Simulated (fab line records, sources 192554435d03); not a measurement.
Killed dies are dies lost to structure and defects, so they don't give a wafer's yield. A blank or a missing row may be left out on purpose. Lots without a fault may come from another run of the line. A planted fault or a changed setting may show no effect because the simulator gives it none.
Split-lot experiment | flow n5_finfet | 7 lots, 21 wafers read, on a route of 1938 steps

THE SPLIT
At N5_WELL_APT_PEB_06 (peb time 90 s), the setting peb_temp_c was moved away from the recipe's 130 C on 5 of the 21 wafers read, by -2.1% to +2.4%. The other wafers ran this setting at the recipe's value.

FROM THE SPLIT TO THE READING: what the file shows between them, 2 steps
- N5_WELL_APT_DEVELOP_07: develop time 45 s
- N5_WELL_APT_HARDBAKE_12: time 120 s

THE READING
cd_nm, in nm, at N5_WELL_APT_CD_MEAS_08 (target cd 200 nm). Fault-free wafers of this fab line usually give 200.0 nm, standard deviation 1.3 nm.

wafer  | tool, chamber at the split | peb_temp_c as run, C | against the recipe | cd_nm, nm | against lot-mates on the recipe
L074.3 | litho_track-05, 0          | 130                  | recipe             | 195.6     | -
L074.5 | litho_track-05, 0          | 130                  | recipe             | 198.4     | -
L074.6 | litho_track-05, 0          | 130                  | recipe             | 196.9     | -
L075.2 | litho_track-05, 0          | 130                  | recipe             | 196.7     | -
L075.4 | litho_track-05, 0          | 130                  | recipe             | 197.8     | -
L075.6 | litho_track-05, 0          | 127.3                | -2.1%              | 184.7     | -12.6
L077.2 | litho_track-03, 0          | 131.8                | +1.4%              | 208.4     | +6.4
L077.3 | litho_track-03, 0          | 131.8                | +1.4%              | 209.1     | +7.1
L077.4 | litho_track-03, 0          | 130                  | recipe             | 202.0     | -
L079.1 | litho_track-03, 0          | 130                  | recipe             | 201.0     | -
L079.2 | litho_track-03, 0          | 130                  | recipe             | 198.3     | -
L079.6 | litho_track-03, 0          | 133.1                | +2.4%              | 211.1     | +11.4
L085.2 | litho_track-03, 0          | 130                  | recipe             | 201.7     | -
L085.5 | litho_track-03, 0          | 130                  | recipe             | 202.2     | -
L085.6 | litho_track-03, 0          | 130                  | recipe             | 200.3     | -
L089.1 | litho_track-05, 0          | 130                  | recipe             | 200.1     | -
L089.3 | litho_track-05, 0          | 130                  | recipe             | 199.5     | -
L089.6 | litho_track-05, 0          | 130                  | recipe             | 199.4     | -
L097.1 | litho_track-03, 0          | 130                  | recipe             | 199.7     | -
L097.2 | litho_track-03, 0          | 133                  | +2.3%              | 213.0     | +12.8
L097.4 | litho_track-03, 0          | 130                  | recipe             | 200.8     | -

THE FIT
A straight line over all 21 wafers: cd_nm changes by +6.09 nm for each +1% of peb_temp_c; r = +0.95; the points scatter about the line by 2 nm.
The same after taking each lot's own level away (the mean of its wafers on the recipe; 21 wafers): +5.35 nm for each +1%; r = +0.99; scatter 0.9 nm.
On that fit, the largest move of peb_temp_c shifts the reading by 13 nm.
The lots' own levels span 196.97 to 202.00 nm, that is 3.9 times the standard deviation above.
So the lot-to-lot level changes the slope: the two fits differ.
Check: with one of the wafers moved furthest among these (+2.4%) left out of the fit, the line predicts +13.1 nm for it against its lot-mates. It came out at +11.4 nm against them.

OTHER SPLITS ON THESE WAFERS
These wafers also went through other splits before the reading. Each is held against what the fit with the lots' levels taken away leaves over:
other split on the same wafers | wafers away from the commonest value | r with cd_nm (lot level and that fit taken away)
N5_WELL_APT_COAT_02 spin_rpm   | 9                                    | +0.43

THE WHOLE CHAIN: every reading that the file lists as answering this split, in the file's order
step                   | what it does             | reading                                                         | change (the file's fit)              | r (the file's)
N5_WELL_APT_CD_MEAS_08 | target cd 200 nm         | cd_nm                                                           | +5.34 nm for each +1% of the setting | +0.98
N5_WELL_APT_DESCUM_13  | chemistry O2, time 7.9 s | WELL_APT.cd_nm (the simulator's own value, which no gauge read) | +5.56 nm for each +1% of the setting | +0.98

THE FILE'S OWN FIT
cd_nm changes by +5.34 nm for each +1% of peb_temp_c, r = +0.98.
